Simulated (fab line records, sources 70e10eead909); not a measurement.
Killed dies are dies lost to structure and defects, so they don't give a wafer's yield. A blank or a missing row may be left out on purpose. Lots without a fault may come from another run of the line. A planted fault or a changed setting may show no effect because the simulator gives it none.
A struck lot beside a sound one | flow nand_harc | 17 steps out of a route of 1302
Sound: wafers L128.3, L128.4, L128.5. Struck: wafers L119.1, L119.2, L119.3. The cause comes at the end.
At each step with rows: each side's tool, then ch and its chambers, then its first start. Under that, the readings that differ: sound wafers | struck wafers | difference of the means | sigmas: that difference in standard deviations of wafers without a fault.
alike: readings whose means differ by less than 2 such deviations, and words and numbers that are the same on both sides. not compared: withheld readings, readings that some wafer has no value for, bounds like >300 that may hide the same value, and numbers for which the record gives no deviation and whose values overlap.
The two part at a step that has a row with sigmas, a row that says differs or no value, or rows on one side only. Numbers that don't overlap but have no deviation are shown without sigmas and don't part them. A reading that every wafer of one side lacks parts them only if that side has two wafers or more.

NHARC_P_M1_INSPECT_11:
  sound on defect_inspect-01, day 15 03:30; struck on defect_inspect-01, day 11 04:03
  alike: raw_defect_count
NHARC_P_M1_DESCUM_14: chemistry O2, time 3 s.
  sound on rie_diel-07 ch 1,2,3, day 15 03:35; struck on rie_diel-07 ch 1,2,3, day 11 04:07
  alike: chamber_pressure_mTorr, drypump_motor_current_A, oes_product_au, rf_vpp_V, showerhead_plenum_p_Torr, throttle_valve_pct
  not compared: rf_hours_counter_h
then, 1 step without rows for these wafers: NHARC_P_M1_ETCH_35 (etches the open film in N2/H2, target depth 40 nm, overetch 12 nm, time 43.94 s).
NHARC_P_M1_ETCH_15: etches the open film in C4F8/Ar, target depth 182.5 nm, time 91.2 s.
  sound on rie_diel-07 ch 0,1; struck on rie_diel-07 ch 1,2,3
  alike: chamber_pressure_mTorr, oes_product_au, rf_vpp_V
  not compared: rf_hours_counter_h
NHARC_P_M1_CD_MEAS_16:
  sound on cd_sem-01, day 15 03:52; struck on cd_sem-01, day 11 04:28
  alike: cd_nm
NHARC_P_M1_STRIP_18: strips in N2/H2.
  sound on rie_diel-07 ch 1,2,3, day 15 03:59; struck on rie_diel-06 ch 0,1,3, day 11 04:32
  alike: chamber_pressure_mTorr, drypump_motor_current_A, oes_product_au, rf_vpp_V, showerhead_plenum_p_Torr, throttle_valve_pct
  not compared: rf_hours_counter_h
then, 4 steps without rows for these wafers: NHARC_P_M1_ETCH_28 (etches the open film in CF4/N2, target depth 30 nm, time 72.99 s); NHARC_P_M1_STRIP_19 (strips in post etch residue remover, time 600 s); NHARC_P_M1_DEGAS_29 (time 60 s); NHARC_P_M1_PRE_CLEAN_30 (time 30 s).
NHARC_P_M1_PVD_20: deposits TaN, target thk 5 nm, time 8.06 s.
  sound on pvd_sputter-01; struck on pvd_sputter-02
  alike: throttle_valve_pct
NHARC_P_M1_PVD_21: deposits Cu, target thk 30 nm, time 20.49 s.
  sound on pvd_sputter-01; struck on pvd_sputter-02
  alike: throttle_valve_pct
NHARC_P_M1_ECD_22: material Cu, target thk 400 nm.
  sound on ecd_cu-02 ch 0,1, day 15 05:03; struck on ecd_cu-01 ch 0,1, day 11 05:32
then, 1 step without rows for these wafers: NHARC_P_M1_ANNEAL_31 (time 90 s).
NHARC_P_M1_CMP_23: polishes, t overpolish 20 s, target thk 157.82 nm.
  sound on cmp-03 ch 2,3, day 15 05:40; struck on cmp-04 ch 0,1,2, day 11 06:18
  reading                | sound          | struck         | difference | sigmas
  time_to_endpoint_s (s) | 26.4 26.9 26.3 | 15.3 15.2 10.7 | -12.8      | -5
  alike: motor_current_A, slurry_flow_ml_min
NHARC_P_M1_THK_MEAS_24: measures by xrf.
  sound on film_metro-01, day 15 05:59; struck on film_metro-01, day 11 06:37
  alike: thk_nm
-- the record jumps here: 18 days lie between the struck wafers' starts before and after (it left off in module P_M1 and takes up again in module END, whose first step shown is number 1302 of the route) --
NHARC_END_SORT_01:
  sound on prober-02 ch 0, day 33 00:33; struck on prober-01 ch 0, day 28 23:58
  alike: defect_limited_yield, killed_at_array, killed_at_other, killed_at_periphery, killed_dies, killed_open, killed_short

WHERE THEY PART
Only at NHARC_P_M1_CMP_23, within this record. Later steps at which nothing parts them and some readings are alike: NHARC_P_M1_THK_MEAS_24, NHARC_END_SORT_01.

WHY: what the simulator had put in
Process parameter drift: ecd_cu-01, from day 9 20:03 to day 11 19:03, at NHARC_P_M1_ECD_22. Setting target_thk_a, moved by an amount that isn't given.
